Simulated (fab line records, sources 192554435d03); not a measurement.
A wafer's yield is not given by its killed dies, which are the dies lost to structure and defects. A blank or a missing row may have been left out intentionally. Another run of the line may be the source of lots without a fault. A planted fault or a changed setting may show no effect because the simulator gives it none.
Which tool is to blame? | flow n5-finfet | Sampling: 11 lots, 33 wafers, 2 of 1938 route steps

WHAT EACH GAUGE READ, for each wafer
N5_BEOL_M4_RC_MEAS_101. Usual: DIBL_N 36.0 mV/V, standard deviation 1.7; DIBL_P 36.2 mV/V, standard deviation 1.9; IOFF_N 0.154 nA/um, standard deviation 0.028; IOFF_P 0.21 nA/um, standard deviation 0.036; ION_N 675 uA/um, standard deviation 11; ION_P 463 uA/um, standard deviation 8.3; SS_N 71.4 mV/dec, standard deviation 0.63; SS_P 73.2 mV/dec, standard deviation 0.55; VT_N 250.2 mV, standard deviation 3; VT_P -251 mV, standard deviation 3.7.
lot  | measured     | on        | DIBL_N (mV/V)  | DIBL_P (mV/V)  | IOFF_N (nA/um)    | IOFF_P (nA/um) | ION_N (uA/um) | ION_P (uA/um) | SS_N (mV/dec)  | SS_P (mV/dec)  | VT_N (mV)         | VT_P (mV)      | flag
L650 | day 11 22:34 | prober-01 | 38.5 34.9 37.2 | 40.8 36.2 39.1 | 0.191 0.124 0.178 | 0.23 0.17 0.20 | 689 654 700   | 469 455 465   | 71.7 71.2 71.2 | 73.7 73.0 74.1 | 247.8 255.7 246.3 | -248 -254 -252 |
L651 | day 12 00:50 | prober-02 | 34.7 35.7 35.7 | 35.6 36.4 36.5 | 0.134 0.155 0.146 | 0.18 0.20 0.19 | 666 679 674   | 460 461 465   | 71.4 71.4 71.2 | 72.7 72.8 72.5 | 252.2 248.9 249.6 | -252 -251 -251 |
L652 | day 12 05:21 | prober-01 | 36.9 35.5 36.7 | 37.4 35.5 36.4 | 0.154 0.126 0.142 | 0.20 0.18 0.18 | 673 660 670   | 455 455 455   | 71.7 72.1 71.4 | 73.4 72.6 73.1 | 252.1 252.8 250.3 | -252 -252 -254 |
L653 | day 12 12:19 | prober-01 | 32.5 35.8 33.1 | 32.9 37.7 34.8 | 0.102 0.158 0.113 | 0.15 0.21 0.17 | 657 673 662   | 452 465 463   | 70.8 71.1 70.6 | 71.7 73.0 72.3 | 255.7 249.3 252.1 | -254 -248 -254 |
L654 | day 12 18:04 | prober-02 | 35.3 37.6 35.9 | 34.8 36.5 35.5 | 0.139 0.168 0.142 | 0.19 0.21 0.19 | 680 674 670   | 463 459 453   | 71.2 72.3 71.2 | 73.5 73.3 73.5 | 248.6 250.2 251.0 | -253 -250 -254 |
L661 | day 14 04:01 | prober-01 | 35.8 34.4 33.4 | 35.0 34.3 32.6 | 0.147 0.138 0.119 | 0.18 0.18 0.16 | 667 684 667   | 456 466 449   | 71.2 71.4 71.3 | 73.4 73.2 72.6 | 253.0 249.5 257.5 | -254 -255 -255 |
L663 | day 15 03:25 | prober-02 | 37.2 39.3 36.8 | 37.0 38.5 36.7 | 0.177 0.221 0.175 | 0.23 0.26 0.24 | 681 682 687   | 468 466 474   | 71.8 72.9 70.9 | 73.7 73.6 74.0 | 250.5 246.6 247.1 | -249 -246 -248 |
L664 | day 15 04:00 | prober-01 | 35.2 33.8 36.6 | 32.4 32.5 35.7 | 0.128 0.107 0.150 | 0.17 0.17 0.22 | 662 669 673   | 459 462 466   | 70.8 70.2 71.1 | 72.1 72.8 72.9 | 256.1 258.0 251.3 | -253 -255 -248 |
L665 | day 15 06:22 | prober-01 | 35.8 36.0 39.1 | 35.9 36.7 38.8 | 0.150 0.158 0.214 | 0.18 0.20 0.23 | 663 665 697   | 453 462 468   | 71.1 71.2 71.9 | 72.5 72.8 73.2 | 251.4 247.5 244.7 | -251 -249 -251 |
L667 | day 15 08:19 | prober-01 | 36.7 37.2 36.0 | 35.6 37.2 34.8 | 0.158 0.174 0.164 | 0.24 0.26 0.23 | 666 677 686   | 465 471 477   | 71.5 71.2 71.5 | 73.4 73.7 73.0 | 252.7 247.7 248.4 | -247 -243 -247 |
L668 | day 15 11:02 | prober-02 | 36.1 35.9 37.9 | 36.9 34.8 39.6 | 0.145 0.148 0.192 | 0.21 0.19 0.25 | 660 662 697   | 455 456 471   | 71.4 71.4 72.3 | 73.0 72.7 73.9 | 253.2 252.0 247.7 | -253 -252 -249 |

N5_BEOL_M8_CD_MEAS_35: the cd target is 40 nm. Usual: cd-nm 40.1 nm, standard deviation 0.58.
lot  | measured     | on        | cd-nm (nm)     | flag
L650 | day 13 07:45 | cd-sem-01 | 40.6 40.9 40.4 |
L651 | day 13 11:22 | cd-sem-03 | 40.5 40.7 40.2 |
L652 | day 13 18:08 | cd-sem-02 | 41.0 41.1 39.9 |
L653 | day 14 03:01 | cd-sem-03 | 40.2 40.2 40.2 |
L654 | day 14 10:19 | cd-sem-01 | 39.7 39.5 40.4 |
L661 | day 15 20:24 | cd-sem-03 | 39.7 39.9 39.8 |
L663 | day 16 18:35 | cd-sem-03 | 40.8 40.6 38.4 |
L664 | day 16 18:59 | cd-sem-02 | 40.9 40.3 40.2 |
L665 | day 16 18:52 | cd-sem-03 | 40.5 39.7 40.4 |
L667 | day 17 00:08 | cd-sem-03 | 39.5 39.6 39.7 |
L668 | day 17 04:08 | cd-sem-01 | 40.1 40.9 39.9 |

WHICH TOOL RAN EACH LOT (tool, then ch and the chambers of the sampled wafers, then the start)
The record shows no process step preceding these readings.

WHAT THE TOOLS THEMSELVES READ (means of the sampled wafers that have a number; where no wafer has one, the mark that the record gives instead)
The record holds no such reading with a usual standard deviation.

THE ANSWER, worked out from the rows above alone
Rule: a lot counts as off when the mean over its wafers that have a number is more than 3 standard deviations away from the usual mean. A lot without any number at a reading at which 4 lots or more have one is off too. Where the step has rows for the other lots, those lots are counted as sound. After the gauges, taken in route order, come the tools' own readings; for these a lot's mean is taken, as printed above. At the first step where some lot is off, the reading lying furthest off is the one used; lots without a number count as furthest.
Across all readings shown, no lot is off: no conclusion can be drawn from this.

WHAT WAS PUT IN BY THE SIMULATOR
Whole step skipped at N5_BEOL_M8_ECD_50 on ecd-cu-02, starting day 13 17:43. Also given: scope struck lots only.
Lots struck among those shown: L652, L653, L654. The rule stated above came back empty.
